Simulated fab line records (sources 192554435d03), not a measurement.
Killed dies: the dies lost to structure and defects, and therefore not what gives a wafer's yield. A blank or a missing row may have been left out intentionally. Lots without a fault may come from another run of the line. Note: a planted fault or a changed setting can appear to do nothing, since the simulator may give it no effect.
Split-lot trial :: flow n5-finfet :: 39 wafers read from 7 lots, route of 1938 steps

## THE SPLIT ITSELF
At N5_MOL_CONTACT_COAG_VIA_ETCH_46 (etches SiO2 in C4F6/O2, target depth 46 nm, overetch 9.2 nm, time 40 s), the setting target-depth-a was moved away from the recipe's 460 angstrom on 12 of the 39 wafers read, by -48.0% to +53.6%. The other wafers ran this setting at the recipe's value.

The reading comes from the split's own step.

## THE READING
SOC_of_MOL_CONTACT_COAG_COAT_75.thk-nm (the simulator's own value, which no gauge read), in nm, at N5_MOL_CONTACT_COAG_VIA_ETCH_46 (etches SiO2 in C4F6/O2, target depth 46 nm, overetch 9.2 nm, time 40 s). The file gives no usual value for it. Here, 27 wafers ran the recipe; their average is 50.8 nm with a standard deviation of 0.23 nm.

wafer: L078.1
tool, chamber at the split: rie-diel-02, 0
target-depth-a as run, angstrom: 706.6
against the recipe: +53.6%
SOC_of_MOL_CONTACT_COAG_COAT_75.thk-nm, nm: 47.8
against lot-mates on the recipe: -2.8

wafer: L078.2
tool, chamber at the split: rie-diel-02, 3
target-depth-a as run, angstrom: 460
against the recipe: recipe
SOC_of_MOL_CONTACT_COAG_COAT_75.thk-nm, nm: 50.6
against lot-mates on the recipe: -

wafer: L078.3
tool, chamber at the split: rie-diel-02, 2
target-depth-a as run, angstrom: 460
against the recipe: recipe
SOC_of_MOL_CONTACT_COAG_COAT_75.thk-nm, nm: 50.6
against lot-mates on the recipe: -

wafer: L078.4
tool, chamber at the split: rie-diel-02, 1
target-depth-a as run, angstrom: 706.6
against the recipe: +53.6%
SOC_of_MOL_CONTACT_COAG_COAT_75.thk-nm, nm: 47.8
against lot-mates on the recipe: -2.8

wafer: L078.5
tool, chamber at the split: rie-diel-02, 0
target-depth-a as run, angstrom: 706.6
against the recipe: +53.6%
SOC_of_MOL_CONTACT_COAG_COAT_75.thk-nm, nm: 47.8
against lot-mates on the recipe: -2.8

wafer: L078.6
tool, chamber at the split: rie-diel-02, 3
target-depth-a as run, angstrom: 460
against the recipe: recipe
SOC_of_MOL_CONTACT_COAG_COAT_75.thk-nm, nm: 50.6
against lot-mates on the recipe: -

wafer: L079.4
tool, chamber at the split: rie-diel-03, 1
target-depth-a as run, angstrom: 460
against the recipe: recipe
SOC_of_MOL_CONTACT_COAG_COAT_75.thk-nm, nm: 50.8
against lot-mates on the recipe: -

wafer: L079.5
tool, chamber at the split: rie-diel-03, 0
target-depth-a as run, angstrom: 460
against the recipe: recipe
SOC_of_MOL_CONTACT_COAG_COAT_75.thk-nm, nm: 50.6
against lot-mates on the recipe: -

wafer: L079.6
tool, chamber at the split: rie-diel-03, 3
target-depth-a as run, angstrom: 460
against the recipe: recipe
SOC_of_MOL_CONTACT_COAG_COAT_75.thk-nm, nm: 50.6
against lot-mates on the recipe: -

wafer: L086.1
tool, chamber at the split: rie-diel-02, 3
target-depth-a as run, angstrom: 460
against the recipe: recipe
SOC_of_MOL_CONTACT_COAG_COAT_75.thk-nm, nm: 50.6
against lot-mates on the recipe: -

wafer: L086.2
tool, chamber at the split: rie-diel-02, 2
target-depth-a as run, angstrom: 460
against the recipe: recipe
SOC_of_MOL_CONTACT_COAG_COAT_75.thk-nm, nm: 50.4
against lot-mates on the recipe: -

wafer: L086.3
tool, chamber at the split: rie-diel-02, 0
target-depth-a as run, angstrom: 239.2
against the recipe: -48.0%
SOC_of_MOL_CONTACT_COAG_COAT_75.thk-nm, nm: 53.4
against lot-mates on the recipe: +2.8

wafer: L086.4
tool, chamber at the split: rie-diel-02, 1
target-depth-a as run, angstrom: 460
against the recipe: recipe
SOC_of_MOL_CONTACT_COAG_COAT_75.thk-nm, nm: 50.8
against lot-mates on the recipe: -

wafer: L086.5
tool, chamber at the split: rie-diel-02, 3
target-depth-a as run, angstrom: 239.2
against the recipe: -48.0%
SOC_of_MOL_CONTACT_COAG_COAT_75.thk-nm, nm: 53.4
against lot-mates on the recipe: +2.8

wafer: L086.6
tool, chamber at the split: rie-diel-02, 0
target-depth-a as run, angstrom: 239.2
against the recipe: -48.0%
SOC_of_MOL_CONTACT_COAG_COAT_75.thk-nm, nm: 53.6
against lot-mates on the recipe: +3.0

wafer: L089.1
tool, chamber at the split: rie-diel-02, 1
target-depth-a as run, angstrom: 460
against the recipe: recipe
SOC_of_MOL_CONTACT_COAG_COAT_75.thk-nm, nm: 50.6
against lot-mates on the recipe: -

wafer: L089.2
tool, chamber at the split: rie-diel-02, 2
target-depth-a as run, angstrom: 460
against the recipe: recipe
SOC_of_MOL_CONTACT_COAG_COAT_75.thk-nm, nm: 50.8
against lot-mates on the recipe: -

wafer: L089.3
tool, chamber at the split: rie-diel-02, 0
target-depth-a as run, angstrom: 460
against the recipe: recipe
SOC_of_MOL_CONTACT_COAG_COAT_75.thk-nm, nm: 50.8
against lot-mates on the recipe: -

wafer: L089.4
tool, chamber at the split: rie-diel-02, 1
target-depth-a as run, angstrom: 460
against the recipe: recipe
SOC_of_MOL_CONTACT_COAG_COAT_75.thk-nm, nm: 50.8
against lot-mates on the recipe: -

wafer: L089.5
tool, chamber at the split: rie-diel-02, 2
target-depth-a as run, angstrom: 460
against the recipe: recipe
SOC_of_MOL_CONTACT_COAG_COAT_75.thk-nm, nm: 50.4
against lot-mates on the recipe: -

wafer: L089.6
tool, chamber at the split: rie-diel-02, 0
target-depth-a as run, angstrom: 460
against the recipe: recipe
SOC_of_MOL_CONTACT_COAG_COAT_75.thk-nm, nm: 50.8
against lot-mates on the recipe: -

wafer: L090.1
tool, chamber at the split: rie-diel-02, 0
target-depth-a as run, angstrom: 338.1
against the recipe: -26.5%
SOC_of_MOL_CONTACT_COAG_COAT_75.thk-nm, nm: 52.2
against lot-mates on the recipe: +1.5

wafer: L090.2
tool, chamber at the split: rie-diel-02, 3
target-depth-a as run, angstrom: 460
against the recipe: recipe
SOC_of_MOL_CONTACT_COAG_COAT_75.thk-nm, nm: 50.6
against lot-mates on the recipe: -

wafer: L090.3
tool, chamber at the split: rie-diel-02, 1
target-depth-a as run, angstrom: 338.1
against the recipe: -26.5%
SOC_of_MOL_CONTACT_COAG_COAT_75.thk-nm, nm: 52
against lot-mates on the recipe: +1.3

wafer: L090.4
tool, chamber at the split: rie-diel-02, 2
target-depth-a as run, angstrom: 338.1
against the recipe: -26.5%
SOC_of_MOL_CONTACT_COAG_COAT_75.thk-nm, nm: 52.2
against lot-mates on the recipe: +1.5

wafer: L090.5
tool, chamber at the split: rie-diel-02, 2
target-depth-a as run, angstrom: 460
against the recipe: recipe
SOC_of_MOL_CONTACT_COAG_COAT_75.thk-nm, nm: 50.8
against lot-mates on the recipe: -

wafer: L090.6
tool, chamber at the split: rie-diel-02, 1
target-depth-a as run, angstrom: 460
against the recipe: recipe
SOC_of_MOL_CONTACT_COAG_COAT_75.thk-nm, nm: 50.6
against lot-mates on the recipe: -

wafer: L091.1
tool, chamber at the split: rie-diel-06, 0
target-depth-a as run, angstrom: 659.2
against the recipe: +43.3%
SOC_of_MOL_CONTACT_COAG_COAT_75.thk-nm, nm: 48.8
against lot-mates on the recipe: -2.2

wafer: L091.2
tool, chamber at the split: rie-diel-06, 2
target-depth-a as run, angstrom: 460
against the recipe: recipe
SOC_of_MOL_CONTACT_COAG_COAT_75.thk-nm, nm: 51
against lot-mates on the recipe: -

wafer: L091.3
tool, chamber at the split: rie-diel-06, 1
target-depth-a as run, angstrom: 659.2
against the recipe: +43.3%
SOC_of_MOL_CONTACT_COAG_COAT_75.thk-nm, nm: 48.8
against lot-mates on the recipe: -2.2

wafer: L091.4
tool, chamber at the split: rie-diel-06, 3
target-depth-a as run, angstrom: 659.2
against the recipe: +43.3%
SOC_of_MOL_CONTACT_COAG_COAT_75.thk-nm, nm: 48.8
against lot-mates on the recipe: -2.2

wafer: L091.5
tool, chamber at the split: rie-diel-06, 0
target-depth-a as run, angstrom: 460
against the recipe: recipe
SOC_of_MOL_CONTACT_COAG_COAT_75.thk-nm, nm: 51
against lot-mates on the recipe: -

wafer: L091.6
tool, chamber at the split: rie-diel-06, 3
target-depth-a as run, angstrom: 460
against the recipe: recipe
SOC_of_MOL_CONTACT_COAG_COAT_75.thk-nm, nm: 51
against lot-mates on the recipe: -

wafer: L096.1
tool, chamber at the split: rie-diel-02, 3
target-depth-a as run, angstrom: 460
against the recipe: recipe
SOC_of_MOL_CONTACT_COAG_COAT_75.thk-nm, nm: 51
against lot-mates on the recipe: -

wafer: L096.2
tool, chamber at the split: rie-diel-02, 0
target-depth-a as run, angstrom: 460
against the recipe: recipe
SOC_of_MOL_CONTACT_COAG_COAT_75.thk-nm, nm: 51.2
against lot-mates on the recipe: -

wafer: L096.3
tool, chamber at the split: rie-diel-02, 2
target-depth-a as run, angstrom: 460
against the recipe: recipe
SOC_of_MOL_CONTACT_COAG_COAT_75.thk-nm, nm: 51
against lot-mates on the recipe: -

wafer: L096.4
tool, chamber at the split: rie-diel-02, 2
target-depth-a as run, angstrom: 460
against the recipe: recipe
SOC_of_MOL_CONTACT_COAG_COAT_75.thk-nm, nm: 50.8
against lot-mates on the recipe: -

wafer: L096.5
tool, chamber at the split: rie-diel-02, 3
target-depth-a as run, angstrom: 460
against the recipe: recipe
SOC_of_MOL_CONTACT_COAG_COAT_75.thk-nm, nm: 51
against lot-mates on the recipe: -

wafer: L096.6
tool, chamber at the split: rie-diel-02, 0
target-depth-a as run, angstrom: 460
against the recipe: recipe
SOC_of_MOL_CONTACT_COAG_COAT_75.thk-nm, nm: 51.4
against lot-mates on the recipe: -

THE FIT
A straight line over all 39 wafers: SOC_of_MOL_CONTACT_COAG_COAT_75.thk-nm changes by -0.053 nm for each +1% of target-depth-a; r = -0.99; the points scatter about the line by 0.23 nm.
The same after taking each lot's own level away (the mean of its wafers on the recipe; 39 wafers): -0.0545 nm for each +1%; r = -0.99; scatter 0.15 nm.
Per that fit: largest target-depth-a move, reading shift of 2.9 nm.
From 50.60 to 51.07 nm: that is the span of the lots' own levels, equal to 2.0 times the standard deviation above.
Hence the lot-to-lot level has little effect on the slope; both slopes agree.
Check: for one of the wafers moved furthest among these (+53.6%), held out of the fit, the line's prediction against its lot-mates is -2.89 nm. Against them it came out at -2.8 nm.

## OTHER SPLITS APPLIED TO THESE WAFERS
Note: prior to the reading, these wafers also went through further splits. Each is held against what the fit with the lots' levels taken away leaves over:
other split on the same wafers: N5_ZERO_LAYER_PECVD_02 time-s
wafers away from the commonest value: 12
r with SOC_of_MOL_CONTACT_COAG_COAT_75.thk-nm (lot level and that fit taken away): +0.15

other split on the same wafers: N5_FIN_SAQP_PECVD_06 time-s
wafers away from the commonest value: 6
r with SOC_of_MOL_CONTACT_COAG_COAT_75.thk-nm (lot level and that fit taken away): -0.12

other split on the same wafers: N5_DUMMY_GATE_CVD_03 time-s
wafers away from the commonest value: 30
r with SOC_of_MOL_CONTACT_COAG_COAT_75.thk-nm (lot level and that fit taken away): +0.01

## THE WHOLE CHAIN: every reading that the file lists as answering this split, in the file's order
step: N5_MOL_CONTACT_COAG_VIA_ETCH_46
what it does: etches SiO2 in C4F6/O2, target depth 46 nm, overetch 9.2 nm, time 40 s
reading: etch.depth-nm (the simulator's own value, which no gauge read)
change (the file's fit): not straight: 32.44 at the lowest setting, 45.85 at the recipe, 45.28 at the highest
r (the file's): not given

step: N5_MOL_CONTACT_COAG_VIA_ETCH_46
what it does: etches SiO2 in C4F6/O2, target depth 46 nm, overetch 9.2 nm, time 40 s
reading: SOC_of_MOL_CONTACT_COAG_COAT_75.thk-nm (the simulator's own value, which no gauge read)
change (the file's fit): -0.0544 nm for each +1% of the setting
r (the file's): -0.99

step: N5_MOL_CONTACT_COAG_ETCH_47
what it does: etches SiNx in CH3F/O2, stops on W, target depth 27 nm
reading: etch-rf-on-time-s
change (the file's fit): not straight: withheld at the lowest setting, withheld at the recipe, withheld at the highest
r (the file's): not given

## FILE'S OWN FIT
SOC_of_MOL_CONTACT_COAG_COAT_75.thk-nm changes by -0.0544 nm for each +1% of target-depth-a, r = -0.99.
